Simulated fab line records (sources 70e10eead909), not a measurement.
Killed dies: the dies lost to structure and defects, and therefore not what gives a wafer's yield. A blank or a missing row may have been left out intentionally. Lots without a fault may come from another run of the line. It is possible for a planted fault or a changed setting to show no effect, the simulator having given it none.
Chamber matching    flow nandHarc    4 sister chambers for NHARC_A_BLC_ALD_23 on aldMetal-02
The step deposits TiN, target thk 3 nm, pulse time 1 s, ald cycles 150. 8 wafers are shown with their chamber, then 9 later ones without.

== WAFERS, EACH WITH ITS CHAMBER ==
wafer   chamber  heaterPowerW (W)  precursorPulseHeightRel
L081.3  3        1155              1.002
L081.6  2        1090              1.000
L085.1  3        1153              1.020
L085.5  1        983               1.042
L085.6  0        1170              1.011
L082.2  2        1080              0.985
L082.3  0        1176              0.998
L082.4  1        965               0.986

== WAFERS WITHOUT THEIR CHAMBER ==
wafer   heaterPowerW (W)  precursorPulseHeightRel
L089.1  1150              1.030
L089.4  1064              1.002
L089.6  1146              1.007
L091.1  1166              1.058
L091.4  1129              0.964
L091.6  1103              1.022
L095.1  1196              0.978
L095.2  1174              0.975
L095.4  970               0.983

== EACH ONE'S CHAMBER ==
wafer    from the rows above       in truth
L089.1   3                         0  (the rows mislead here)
L089.4   2                         2
L089.6   3                         3
L091.1   can't be placed: 0 or 3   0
L091.4   3                         3
L091.6   2                         2
L095.1   0                         0
L095.2   can't be placed: 0 or 3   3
L095.4   1                         1
Placed correctly: 6 of 9. Not placeable from these rows: 2 (in 2, the candidates include the true chamber). 1 placed wrongly.
How it was worked out, from the rows above alone: a wafer's distance from a chamber is the root of the sum, over the readings, of the square of ((its reading less the chamber's mean) divided by the reading's scatter). If the next closest chamber is less than 2 further off than the closest, the wafer can't be placed; otherwise it belongs to the closest. A chamber's mean is the mean of its shown wafers. The scatter: the root of (the sum of the squares of (reading less its chamber's mean) over the shown wafers, divided by (wafers less chambers)).
